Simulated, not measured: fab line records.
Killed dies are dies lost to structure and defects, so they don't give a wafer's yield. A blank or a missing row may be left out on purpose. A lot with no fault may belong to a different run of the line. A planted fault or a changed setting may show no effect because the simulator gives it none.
The tool behind it: which one? :: flow nandHarc :: 36 wafers from 12 lots sampled at 5 of the route's 1302 steps

WHAT EACH GAUGE READ, for each wafer
NHARC_P_BONDPAD_OVL_MEAS_38.
lot: L190
measured: day 6 18:14
on: overlay-02
overlayXNm (nm): 1 1 2
overlayYNm (nm): -2 -3 -1

lot: L189
measured: day 6 19:06
on: overlay-02
overlayXNm (nm): -5 -5 -5
overlayYNm (nm): -1 -1 -1

lot: L191
measured: day 7 11:08
on: overlay-02
overlayXNm (nm): -4 -4 -4
overlayYNm (nm): 6 5 5

lot: L192
measured: day 7 18:35
on: overlay-02
overlayXNm (nm): -2 -1 -2
overlayYNm (nm): -2 -3 -2

lot: L198
measured: day 10 04:53
on: overlay-01
overlayXNm (nm): -3 -2 -2
overlayYNm (nm): 4 4 4

lot: L205
measured: day 13 05:26
on: overlay-02
overlayXNm (nm): 5 5 5
overlayYNm (nm): -1 -1 -2

lot: L207
measured: day 13 22:52
on: overlay-01
overlayXNm (nm): -1 -2 -2
overlayYNm (nm): 1 1 1

lot: L208
measured: day 14 08:37
on: overlay-02
overlayXNm (nm): 2 2 2
overlayYNm (nm): 6 5 6

lot: L209
measured: day 15 00:02
on: overlay-01
overlayXNm (nm): -2 -3 -3
overlayYNm (nm): 11 11 11

lot: L210
measured: day 15 03:59
on: overlay-02
overlayXNm (nm): 4 5 4
overlayYNm (nm): 7 7 6

lot: L211
measured: day 15 18:46
on: overlay-02
overlayXNm (nm): -9 -8 -8
overlayYNm (nm): -4 -4 -4

lot: L212
measured: day 16 01:57
on: overlay-01
overlayXNm (nm): -1 -1 -1
overlayYNm (nm): 0 1 0

NHARC_END_SORT_01.
lot: L190
measured: day 24 15:40
on: prober-01
defectLimitedYield (%): 87 88 89
killedAtArray: 81 80 68
killedAtOther: 3 0 1
killedAtPeriphery: 7 2 5
killedDies: 91 82 74
killedOpen: 4 3 3
killedShort: 1 2 2

lot: L189
measured: day 24 15:43
on: prober-02
defectLimitedYield (%): 89 90 89
killedAtArray: 67 62 68
killedAtOther: 0 0 0
killedAtPeriphery: 5 3 6
killedDies: 72 65 74
killedOpen: 4 5 5
killedShort: 3 4 6

lot: L191
measured: day 24 23:31
on: prober-02
defectLimitedYield (%): 85 84 87
killedAtArray: 100 101 80
killedAtOther: 0 3 0
killedAtPeriphery: 1 1 5
killedDies: 101 105 85
killedOpen: 1 3 3
killedShort: 1 1 2

lot: L192
measured: day 24 23:29
on: prober-01
defectLimitedYield (%): 95 95 96
killedAtArray: 29 25 24
killedAtOther: 1 0 0
killedAtPeriphery: 6 7 4
killedDies: 36 32 28
killedOpen: 7 4 3
killedShort: 3 4 2

lot: L198
measured: day 27 20:20
on: prober-01
defectLimitedYield (%): 95 95 94
killedAtArray: 32 34 34
killedAtOther: 1 1 1
killedAtPeriphery: 4 0 3
killedDies: 37 35 38
killedOpen: 5 1 1
killedShort: 2 2 5

lot: L205
measured: day 31 06:13
on: prober-02
defectLimitedYield (%): 86 87 87
killedAtArray: 87 83 88
killedAtOther: 2 1 0
killedAtPeriphery: 4 2 3
killedDies: 93 86 91
killedOpen: 4 5 2
killedShort: 2 4 6

lot: L207
measured: day 31 18:36
on: prober-01
defectLimitedYield (%): 92 91 93
killedAtArray: 46 54 46
killedAtOther: 0 0 0
killedAtPeriphery: 5 6 3
killedDies: 51 60 49
killedOpen: 1 3 1
killedShort: 1 4 4

lot: L208
measured: day 31 18:39
on: prober-02
defectLimitedYield (%): 93 93 94
killedAtArray: 36 36 32
killedAtOther: 2 1 2
killedAtPeriphery: 7 11 6
killedDies: 45 48 40
killedOpen: 2 3 1
killedShort: 4 3 1

lot: L209
measured: day 33 04:27
on: prober-01
defectLimitedYield (%): 93 94 92
killedAtArray: 44 38 50
killedAtOther: 3 1 1
killedAtPeriphery: 2 0 2
killedDies: 49 39 53
killedOpen: 5 1 2
killedShort: 1 4 1

lot: L210
measured: day 32 18:53
on: prober-01
defectLimitedYield (%): 86 86 85
killedAtArray: 91 87 98
killedAtOther: 1 1 0
killedAtPeriphery: 5 4 4
killedDies: 97 92 102
killedOpen: 5 2 2
killedShort: 2 3 1

lot: L211
measured: day 33 13:04
on: prober-01
defectLimitedYield (%): 91 93 94
killedAtArray: 49 42 38
killedAtOther: 4 3 0
killedAtPeriphery: 7 2 4
killedDies: 60 47 42
killedOpen: 6 2 5
killedShort: 3 3 2

lot: L212
measured: day 33 04:24
on: prober-02
defectLimitedYield (%): 94 92 91
killedAtArray: 38 50 56
killedAtOther: 0 0 0
killedAtPeriphery: 5 4 2
killedDies: 43 54 58
killedOpen: 6 4 2
killedShort: 4 1 1

EACH LOT AND THE TOOL THAT RAN IT (in order: tool; ch and the chambers of the sampled wafers; start)
lot: L190
NHARC_P_BONDPAD_DEP_00: pecvd-04 ch 0,2, day 6 16:58
NHARC_P_BONDPAD_DESCUM_11: rieDiel-13 ch 1,3, day 6 18:22
NHARC_P_BONDPAD_ETCH_37: rieDiel-13 ch 0,1,2, day 6 18:26

lot: L189
NHARC_P_BONDPAD_DEP_00: pecvd-04 ch 1,2, day 6 17:47
NHARC_P_BONDPAD_DESCUM_11: rieDiel-07 ch 1,3, day 6 19:13
NHARC_P_BONDPAD_ETCH_37: rieDiel-07 ch 1,3, day 6 19:19

lot: L191
NHARC_P_BONDPAD_DEP_00: pecvd-03 ch 0,1,2, day 7 09:49
NHARC_P_BONDPAD_DESCUM_11: rieDiel-07 ch 0,1,3, day 7 11:16
NHARC_P_BONDPAD_ETCH_37: rieDiel-07 ch 0,1,3, day 7 11:22

lot: L192
NHARC_P_BONDPAD_DEP_00: pecvd-02 ch 1,2, day 7 17:16
NHARC_P_BONDPAD_DESCUM_11: rieDiel-13 ch 1,2, day 7 18:43
NHARC_P_BONDPAD_ETCH_37: rieDiel-13 ch 0,1,3, day 7 18:48

lot: L198
NHARC_P_BONDPAD_DEP_00: pecvd-03 ch 0,1,2, day 10 04:53 or earlier
NHARC_P_BONDPAD_DESCUM_11: rieDiel-07 ch 0,1, day 10 05:00
NHARC_P_BONDPAD_ETCH_37: rieDiel-07 ch 0,1,3, day 10 05:07

lot: L205
NHARC_P_BONDPAD_DEP_00: pecvd-02 ch 1,2, day 13 03:59
NHARC_P_BONDPAD_DESCUM_11: rieDiel-13 ch 0,1,2, day 13 05:34
NHARC_P_BONDPAD_ETCH_37: rieDiel-13 ch 0,2,3, day 13 05:38

lot: L207
NHARC_P_BONDPAD_DEP_00: pecvd-03 ch 1,2, day 13 21:38
NHARC_P_BONDPAD_DESCUM_11: rieDiel-13 ch 0,2, day 13 22:59
NHARC_P_BONDPAD_ETCH_37: rieDiel-13 ch 1,2, day 13 23:04

lot: L208
NHARC_P_BONDPAD_DEP_00: pecvd-03 ch 1,2, day 14 07:19
NHARC_P_BONDPAD_DESCUM_11: rieDiel-07 ch 1,2,3, day 14 08:46
NHARC_P_BONDPAD_ETCH_37: rieDiel-07 ch 1,2,3, day 14 08:50

lot: L209
NHARC_P_BONDPAD_DEP_00: pecvd-02 ch 0,2, day 14 22:54
NHARC_P_BONDPAD_DESCUM_11: rieDiel-07 ch 0,3, day 15 00:10
NHARC_P_BONDPAD_ETCH_37: rieDiel-07 ch 0,2, day 15 00:16

lot: L210
NHARC_P_BONDPAD_DEP_00: pecvd-03 ch 0,1, day 15 02:49
NHARC_P_BONDPAD_DESCUM_11: rieDiel-13 ch 1,2,3, day 15 04:07
NHARC_P_BONDPAD_ETCH_37: rieDiel-13 ch 1,2,3, day 15 04:13

lot: L211
NHARC_P_BONDPAD_DEP_00: pecvd-03 ch 1,2, day 15 18:46 or earlier
NHARC_P_BONDPAD_DESCUM_11: rieDiel-13 ch 1,2,3, day 15 18:54
NHARC_P_BONDPAD_ETCH_37: rieDiel-13 ch 2,3, day 15 18:58

lot: L212
NHARC_P_BONDPAD_DEP_00: pecvd-03 ch 1,2, day 16 01:57 or earlier
NHARC_P_BONDPAD_DESCUM_11: rieDiel-07 ch 0,1,3, day 16 02:04
NHARC_P_BONDPAD_ETCH_37: rieDiel-07 ch 1,2,3, day 16 02:09
- NHARC_P_BONDPAD_DEP_00: deposits SiCN, target thk 250 nm.
- NHARC_P_BONDPAD_DESCUM_11: chemistry O2, time 3 s.
- NHARC_P_BONDPAD_ETCH_37: etches the open film in N2/H2, target depth 60 nm, overetch 18 nm, time 65.91 s.

WHAT THE TOOLS THEMSELVES READ (means of the sampled wafers that have a number; where no wafer has one, the mark that the record gives instead)
NHARC_P_BONDPAD_DEP_00.
lot: L190
tool: pecvd-04
heaterPowerW (W): 588

lot: L189
tool: pecvd-04
heaterPowerW (W): 575

lot: L191
tool: pecvd-03
heaterPowerW (W): 542

lot: L192
tool: pecvd-02
heaterPowerW (W): 547

lot: L198
tool: pecvd-03
heaterPowerW (W): 600

lot: L205
tool: pecvd-02
heaterPowerW (W): 502

lot: L207
tool: pecvd-03
heaterPowerW (W): 651

lot: L208
tool: pecvd-03
heaterPowerW (W): 659

lot: L209
tool: pecvd-02
heaterPowerW (W): 487

lot: L210
tool: pecvd-03
heaterPowerW (W): 584

lot: L211
tool: pecvd-03
heaterPowerW (W): 586

lot: L212
tool: pecvd-03
heaterPowerW (W): 637

NHARC_P_BONDPAD_DESCUM_11.
lot: L190
tool: rieDiel-13
drypumpMotorCurrentA (A): 6.4
oesProductAu (a.u.): 0.983
rfVppV (V): 57.4
runLengthS (s): 24.04
showerheadPlenumPTorr (Torr): 1.82
throttleValvePct (%): 11.313

lot: L189
tool: rieDiel-07
drypumpMotorCurrentA (A): 5.2
oesProductAu (a.u.): 1.001
rfVppV (V): 58.0
runLengthS (s): 24.03
showerheadPlenumPTorr (Torr): 1.88
throttleValvePct (%): 11.310

lot: L191
tool: rieDiel-07
drypumpMotorCurrentA (A): 5.6
oesProductAu (a.u.): 1.008
rfVppV (V): 57.5
runLengthS (s): 24.12
showerheadPlenumPTorr (Torr): 1.87
throttleValvePct (%): 11.305

lot: L192
tool: rieDiel-13
drypumpMotorCurrentA (A): 6.2
oesProductAu (a.u.): 0.998
rfVppV (V): 56.7
runLengthS (s): 23.76
showerheadPlenumPTorr (Torr): 1.87
throttleValvePct (%): 11.321

lot: L198
tool: rieDiel-07
drypumpMotorCurrentA (A): 5.6
oesProductAu (a.u.): 1.005
rfVppV (V): 57.8
runLengthS (s): 25.10
showerheadPlenumPTorr (Torr): 1.79
throttleValvePct (%): 11.300

lot: L205
tool: rieDiel-13
drypumpMotorCurrentA (A): 6.0
oesProductAu (a.u.): 1.007
rfVppV (V): 57.8
runLengthS (s): 23.84
showerheadPlenumPTorr (Torr): 1.89
throttleValvePct (%): 11.307

lot: L207
tool: rieDiel-13
drypumpMotorCurrentA (A): 5.9
oesProductAu (a.u.): 1.006
rfVppV (V): 58.0
runLengthS (s): 24.13
showerheadPlenumPTorr (Torr): 1.91
throttleValvePct (%): 11.309

lot: L208
tool: rieDiel-07
drypumpMotorCurrentA (A): 5.7
oesProductAu (a.u.): 1.007
rfVppV (V): 58.3
runLengthS (s): 24.22
showerheadPlenumPTorr (Torr): 1.96
throttleValvePct (%): 11.307

lot: L209
tool: rieDiel-07
drypumpMotorCurrentA (A): 6.0
oesProductAu (a.u.): 1.006
rfVppV (V): 57.4
runLengthS (s): 24.25
showerheadPlenumPTorr (Torr): 1.86
throttleValvePct (%): 11.313

lot: L210
tool: rieDiel-13
drypumpMotorCurrentA (A): 6.3
oesProductAu (a.u.): 0.987
rfVppV (V): 58.1
runLengthS (s): 24.16
showerheadPlenumPTorr (Torr): 1.85
throttleValvePct (%): 11.302

lot: L211
tool: rieDiel-13
drypumpMotorCurrentA (A): 6.3
oesProductAu (a.u.): 1.016
rfVppV (V): 57.3
runLengthS (s): 23.93
showerheadPlenumPTorr (Torr): 1.85
throttleValvePct (%): 11.317

lot: L212
tool: rieDiel-07
drypumpMotorCurrentA (A): 5.6
oesProductAu (a.u.): 1.011
rfVppV (V): 58.3
runLengthS (s): 23.91
showerheadPlenumPTorr (Torr): 1.87
throttleValvePct (%): 11.317

NHARC_P_BONDPAD_ETCH_37.
lot: L190
tool: rieDiel-13
drypumpMotorCurrentA (A): 6.1
oesProductAu (a.u.): 0.999
rfVppV (V): 430
showerheadPlenumPTorr (Torr): 2.02
throttleValvePct (%): 14.174

lot: L189
tool: rieDiel-07
drypumpMotorCurrentA (A): 5.7
oesProductAu (a.u.): 0.993
rfVppV (V): 432
showerheadPlenumPTorr (Torr): 2.09
throttleValvePct (%): 14.175

lot: L191
tool: rieDiel-07
drypumpMotorCurrentA (A): 5.7
oesProductAu (a.u.): 1.004
rfVppV (V): 429
showerheadPlenumPTorr (Torr): 2.00
throttleValvePct (%): 14.179

lot: L192
tool: rieDiel-13
drypumpMotorCurrentA (A): 6.1
oesProductAu (a.u.): 0.978
rfVppV (V): 428
showerheadPlenumPTorr (Torr): 1.96
throttleValvePct (%): 14.166

lot: L198
tool: rieDiel-07
drypumpMotorCurrentA (A): 5.6
oesProductAu (a.u.): 1.002
rfVppV (V): 428
showerheadPlenumPTorr (Torr): 1.99
throttleValvePct (%): 14.168

lot: L205
tool: rieDiel-13
drypumpMotorCurrentA (A): 6.1
oesProductAu (a.u.): 1.010
rfVppV (V): 429
showerheadPlenumPTorr (Torr): 2.00
throttleValvePct (%): 14.173

lot: L207
tool: rieDiel-13
drypumpMotorCurrentA (A): 6.3
oesProductAu (a.u.): 0.995
rfVppV (V): 428
showerheadPlenumPTorr (Torr): 1.99
throttleValvePct (%): 14.174

lot: L208
tool: rieDiel-07
drypumpMotorCurrentA (A): 5.7
oesProductAu (a.u.): 1.001
rfVppV (V): 432
showerheadPlenumPTorr (Torr): 2.09
throttleValvePct (%): 14.171

lot: L209
tool: rieDiel-07
drypumpMotorCurrentA (A): 6.1
oesProductAu (a.u.): 1.009
rfVppV (V): 429
showerheadPlenumPTorr (Torr): 1.99
throttleValvePct (%): 14.172

lot: L210
tool: rieDiel-13
drypumpMotorCurrentA (A): 6.3
oesProductAu (a.u.): 0.991
rfVppV (V): 428
showerheadPlenumPTorr (Torr): 1.97
throttleValvePct (%): 14.176

lot: L211
tool: rieDiel-13
drypumpMotorCurrentA (A): 6.2
oesProductAu (a.u.): 1.009
rfVppV (V): 430
showerheadPlenumPTorr (Torr): 2.01
throttleValvePct (%): 14.174

lot: L212
tool: rieDiel-07
drypumpMotorCurrentA (A): 5.7
oesProductAu (a.u.): 1.005
rfVppV (V): 432
showerheadPlenumPTorr (Torr): 2.09
throttleValvePct (%): 14.170

THE ANSWER, worked out from the rows above alone
Rule: the lots themselves supply what counts as usual. The widest of any qualifying gaps counts: lots, ordered by their means at a reading, are off when they make up no more than a third of the lots, leave a main group of 4 or more, and stand apart from it by 3 or more times the standard deviation of that group's means. Not used: any main group whose means are identical at the precision the tables above print for the reading. Also off: a lot with no number at a reading for which 4 or more lots have one. All remaining lots with rows at the step are treated as sound. Order of review: gauges by route order, followed by the tools' own readings, for which a lot's mean as printed above is used. The first step at which some lot is off is used, and at that step the reading that is off furthest; a lot without a number counts as furthest.
Off: L198 (NHARC_P_BONDPAD_DESCUM_11, runLengthS). Main group: mean 24.04 s, sd 0.15.
If a tool, at that step or one of the process steps before it, ran each lot that is off and ran no sound lot following the first of them, it fits. NHARC_P_BONDPAD_DEP_00 gives no start for some lots, so the hours and the order of its lots are those of NHARC_P_BONDPAD_OVL_MEAS_38. Not one of the candidates tried fits.

WHAT THE SIMULATOR HAD PUT IN
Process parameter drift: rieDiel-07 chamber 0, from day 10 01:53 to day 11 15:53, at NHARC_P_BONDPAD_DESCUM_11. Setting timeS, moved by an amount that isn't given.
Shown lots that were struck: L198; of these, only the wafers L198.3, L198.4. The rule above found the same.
